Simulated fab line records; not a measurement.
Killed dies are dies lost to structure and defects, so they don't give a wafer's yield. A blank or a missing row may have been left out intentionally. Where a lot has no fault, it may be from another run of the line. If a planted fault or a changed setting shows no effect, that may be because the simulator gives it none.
Split-lot experiment + flow n5Finfet + 21 wafers read across 7 lots, on a route 1938 steps long

== ON THE SPLIT ==
At N5_PMOS_HMC_CHANNEL_EPI_COAT_31 (time 60 s, resist thk 66 nm), the setting spinRpm was moved away from the recipe's 1500 rpm on 7 of the 21 wafers read, by -11.2% to +6.1%. All remaining wafers had this setting at the recipe value.

== FROM THE SPLIT TO THE READING: what the file shows between them, 4 steps ==
- N5_PMOS_HMC_CHANNEL_EPI_PEB_07: peb time 60 s (also split here: pebTempC)
- N5_PMOS_HMC_CHANNEL_EPI_DEVELOP_08: develop time 30 s
- N5_PMOS_HMC_CHANNEL_EPI_CD_MEAS_09: target cd 237.4 nm
- N5_PMOS_HMC_CHANNEL_EPI_DESCUM_14: chemistry O2, time 7.9 s

== THE READING ==
etch.depthNm (the simulator's own value, which no gauge read), in nm, at N5_PMOS_HMC_CHANNEL_EPI_ETCH_32 (etches BARC in N2/H2, stops on SiO2, target depth 85.8 nm, time 50.3 s). There is no usual value for it anywhere in the file. Across the 14 wafers here that went through the recipe, the average is 65.98 nm and the standard deviation 0.17 nm.

| wafer  | tool, chamber at the split | spinRpm as run, rpm | against the recipe | etch.depthNm, nm | against lot-mates on the recipe |
|--------|----------------------------|---------------------|--------------------|------------------|---------------------------------|
| L074.1 | lithoTrack-05, 0           | 1500                | recipe             | 66.14            | -                               |
| L074.4 | lithoTrack-05, 0           | 1592                | +6.1%              | 64.27            | -1.87                           |
| L074.5 | lithoTrack-05, 0           | 1592                | +6.1%              | 64.08            | -2.06                           |
| L075.3 | lithoTrack-02, 0           | 1500                | recipe             | 65.89            | -                               |
| L075.4 | lithoTrack-02, 0           | 1384                | -7.7%              | 68.44            | +2.55                           |
| L075.5 | lithoTrack-02, 0           | 1384                | -7.7%              | 68.5             | +2.61                           |
| L076.3 | lithoTrack-05, 0           | 1332                | -11.2%             | 70.12            | +4.11                           |
| L076.4 | lithoTrack-05, 0           | 1332                | -11.2%             | 70.16            | +4.15                           |
| L076.6 | lithoTrack-05, 0           | 1500                | recipe             | 66.01            | -                               |
| L078.2 | lithoTrack-02, 0           | 1500                | recipe             | 66.02            | -                               |
| L078.5 | lithoTrack-02, 0           | 1500                | recipe             | 65.89            | -                               |
| L078.6 | lithoTrack-02, 0           | 1500                | recipe             | 65.98            | -                               |
| L089.1 | lithoTrack-01, 0           | 1500                | recipe             | 66.15            | -                               |
| L089.3 | lithoTrack-01, 0           | 1500                | recipe             | 65.98            | -                               |
| L089.4 | lithoTrack-01, 0           | 1500                | recipe             | 66.16            | -                               |
| L091.2 | lithoTrack-01, 0           | 1500                | recipe             | 66.2             | -                               |
| L091.3 | lithoTrack-01, 0           | 1500                | recipe             | 66.05            | -                               |
| L091.4 | lithoTrack-01, 0           | 1500                | recipe             | 66.01            | -                               |
| L092.1 | lithoTrack-02, 0           | 1500                | recipe             | 65.71            | -                               |
| L092.2 | lithoTrack-02, 0           | 1576                | +5.1%              | 64.13            | -1.52                           |
| L092.4 | lithoTrack-02, 0           | 1500                | recipe             | 65.58            | -                               |

THE FIT
A straight line over all 21 wafers: etch.depthNm changes by -0.345 nm for each +1% of spinRpm; r = -0.99; the points scatter about the line by 0.21 nm.
The same after taking each lot's own level away (the mean of its wafers on the recipe; 21 wafers): -0.347 nm for each +1%; r = -1.00; scatter 0.12 nm.
According to that fit, moving spinRpm by its largest amount changes the reading by 3.9 nm.
The lots' own levels span 65.645 to 66.140 nm, that is 3.0 times the standard deviation above.
Hence the lot-to-lot level has little effect on the slope; both slopes agree.
Check: +3.85 nm against its lot-mates is what the line predicts for one of the wafers moved furthest among these (-11.2%) when that wafer is left out of the fit. It came out at +4.11 nm against them.

== FURTHER SPLITS ON THESE WAFERS ==
Other splits were also applied to these wafers ahead of the reading. Each is held against what the fit with the lots' levels taken away leaves over:
| other split on the same wafers          | wafers away from the commonest value | r with etch.depthNm (lot level and that fit taken away) |
|-----------------------------------------|--------------------------------------|---------------------------------------------------------|
| N5_WELL_APT_EXPOSE_05 doseMj            | 6                                    | +0.12                                                   |
| N5_WELL_APT_DEVELOP_07 developTimeS     | 9                                    | +0.31                                                   |
| N5_PMOS_HMC_CHANNEL_EPI_PEB_07 pebTempC | 3                                    | +0.31                                                   |

== THE WHOLE CHAIN: every reading that the file lists as answering this split, in the file's order ==
| step                            | what it does                                                           | reading                                                                                     | change (the file's fit)               | r (the file's) |
|---------------------------------|------------------------------------------------------------------------|---------------------------------------------------------------------------------------------|---------------------------------------|----------------|
| N5_PMOS_HMC_CHANNEL_EPI_COAT_31 | time 60 s, resist thk 66 nm                                            | BARC_of_PMOS_HMC_CHANNEL_EPI_COAT_31.thkNm (the simulator's own value, which no gauge read) | -0.345 nm for each +1% of the setting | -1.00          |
| N5_PMOS_HMC_CHANNEL_EPI_ETCH_32 | etches BARC in N2/H2, stops on SiO2, target depth 85.8 nm, time 50.3 s | etch.depthNm (the simulator's own value, which no gauge read)                               | -0.345 nm for each +1% of the setting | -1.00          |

== FILE'S OWN FIT ==
etch.depthNm changes by -0.345 nm for each +1% of spinRpm, r = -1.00.
